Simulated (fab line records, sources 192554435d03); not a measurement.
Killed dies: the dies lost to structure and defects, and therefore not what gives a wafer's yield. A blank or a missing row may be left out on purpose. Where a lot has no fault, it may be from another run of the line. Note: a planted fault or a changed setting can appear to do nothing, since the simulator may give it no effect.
The tool behind it: which one? || flow n5 finfet || 12 lots with 36 wafers sampled at 4 steps, on a route of 1938 steps

WHAT EACH GAUGE READ, for each wafer
N5_BEOL_M4_INSPECT_13: inspects for defects (brightfield).
{"lot": "L075", "measured": "day 7 20:56", "on": "defect inspect-01", "raw defect count": "327 442 352"}
{"lot": "L077", "measured": "day 8 15:09", "on": "defect inspect-02", "raw defect count": "447 237 247"}
{"lot": "L080", "measured": "day 9 00:52", "on": "defect inspect-02", "raw defect count": "434 461 478"}
{"lot": "L081", "measured": "day 9 12:31", "on": "defect inspect-01", "raw defect count": "497 421 366"}
{"lot": "L085", "measured": "day 10 05:41", "on": "defect inspect-02", "raw defect count": "438 342 405"}
{"lot": "L083", "measured": "day 10 17:01", "on": "defect inspect-01", "raw defect count": "371 313 346"}
{"lot": "L087", "measured": "day 10 18:50", "on": "defect inspect-01", "raw defect count": "586 455 537"}
{"lot": "L090", "measured": "day 11 09:08", "on": "defect inspect-02", "raw defect count": "280 377 360"}
{"lot": "L089", "measured": "day 12 04:17", "on": "defect inspect-02", "raw defect count": "477 574 571"}
{"lot": "L093", "measured": "day 12 05:22", "on": "defect inspect-01", "raw defect count": "414 426 427"}
{"lot": "L095", "measured": "day 13 01:24", "on": "defect inspect-01", "raw defect count": "362 363 416"}
{"lot": "L097", "measured": "day 13 17:00", "on": "defect inspect-01", "raw defect count": "476 365 394"}

WHICH TOOL RAN EACH LOT (tool, then ch and the chambers of the sampled wafers, then the start)
{"lot": "L075", "N5_BEOL_M3_SPUTTER_86": "pvd sputter-03, day 7 15:06", "N5_BEOL_M3_SPUTTER_94": "pvd sputter-03, day 7 15:59", "N5_BEOL_M3_SPUTTER_96": "pvd sputter-03, day 7 16:12"}
{"lot": "L077", "N5_BEOL_M3_SPUTTER_86": "pvd sputter-03, day 8 10:07", "N5_BEOL_M3_SPUTTER_94": "pvd sputter-03, day 8 11:00", "N5_BEOL_M3_SPUTTER_96": "pvd sputter-03, day 8 11:13"}
{"lot": "L080", "N5_BEOL_M3_SPUTTER_86": "pvd sputter-01, day 8 21:48", "N5_BEOL_M3_SPUTTER_94": "pvd sputter-01, day 8 22:41", "N5_BEOL_M3_SPUTTER_96": "pvd sputter-01, day 8 22:54"}
{"lot": "L081", "N5_BEOL_M3_SPUTTER_86": "pvd sputter-01, day 9 07:23", "N5_BEOL_M3_SPUTTER_94": "pvd sputter-01, day 9 08:16", "N5_BEOL_M3_SPUTTER_96": "pvd sputter-01, day 9 08:29"}
{"lot": "L085", "N5_BEOL_M3_SPUTTER_86": "pvd sputter-01, day 10 01:41", "N5_BEOL_M3_SPUTTER_94": "pvd sputter-01, day 10 02:34", "N5_BEOL_M3_SPUTTER_96": "pvd sputter-01, day 10 02:47"}
{"lot": "L083", "N5_BEOL_M3_SPUTTER_86": "pvd sputter-02, day 10 10:52", "N5_BEOL_M3_SPUTTER_94": "pvd sputter-02, day 10 11:45", "N5_BEOL_M3_SPUTTER_96": "pvd sputter-02, day 10 11:58"}
{"lot": "L087", "N5_BEOL_M3_SPUTTER_86": "pvd sputter-03, day 10 15:37", "N5_BEOL_M3_SPUTTER_94": "pvd sputter-03, day 10 16:30", "N5_BEOL_M3_SPUTTER_96": "pvd sputter-03, day 10 16:43"}
{"lot": "L090", "N5_BEOL_M3_SPUTTER_86": "pvd sputter-03, day 11 05:49", "N5_BEOL_M3_SPUTTER_94": "pvd sputter-03, day 11 06:41", "N5_BEOL_M3_SPUTTER_96": "pvd sputter-03, day 11 06:55"}
{"lot": "L089", "N5_BEOL_M3_SPUTTER_86": "pvd sputter-02, day 11 23:46", "N5_BEOL_M3_SPUTTER_94": "pvd sputter-02, day 12 00:38", "N5_BEOL_M3_SPUTTER_96": "pvd sputter-02, day 12 00:52"}
{"lot": "L093", "N5_BEOL_M3_SPUTTER_86": "pvd sputter-02, day 12 02:29", "N5_BEOL_M3_SPUTTER_94": "pvd sputter-02, day 12 03:22", "N5_BEOL_M3_SPUTTER_96": "pvd sputter-02, day 12 03:35"}
{"lot": "L095", "N5_BEOL_M3_SPUTTER_86": "pvd sputter-03, day 12 20:03", "N5_BEOL_M3_SPUTTER_94": "pvd sputter-03, day 12 20:56", "N5_BEOL_M3_SPUTTER_96": "pvd sputter-03, day 12 21:09"}
{"lot": "L097", "N5_BEOL_M3_SPUTTER_86": "pvd sputter-01, day 13 14:01", "N5_BEOL_M3_SPUTTER_94": "pvd sputter-01, day 13 14:54", "N5_BEOL_M3_SPUTTER_96": "pvd sputter-01, day 13 15:07"}
- N5_BEOL_M3_SPUTTER_86: material Cu, target thk 4.5 nm, time 8.29 s.
- N5_BEOL_M3_SPUTTER_94: material Cu, target thk 4.5 nm, time 8.29 s.
- N5_BEOL_M3_SPUTTER_96: material Cu, target thk 4.5 nm, time 8.29 s.

THE ANSWER, worked out from the rows above alone
Rule: what is usual is taken from the lots themselves. Put in order of their means at a reading, lots are off if they are a third of the lots or fewer, leave a main group of 4 or more, and stand apart from it by a gap of 3 or more times the standard deviation of the main group's means; of several such gaps the widest counts. If all means in a main group match to the digits the tables above print for the reading, that group is not used. Also off: a lot with no number at a reading for which 4 or more lots have one. All remaining lots with rows at the step are treated as sound.
No lot is off on any of the readings shown, so nothing can be concluded from this.

WHAT HAD BEEN PUT IN BY THE SIMULATOR
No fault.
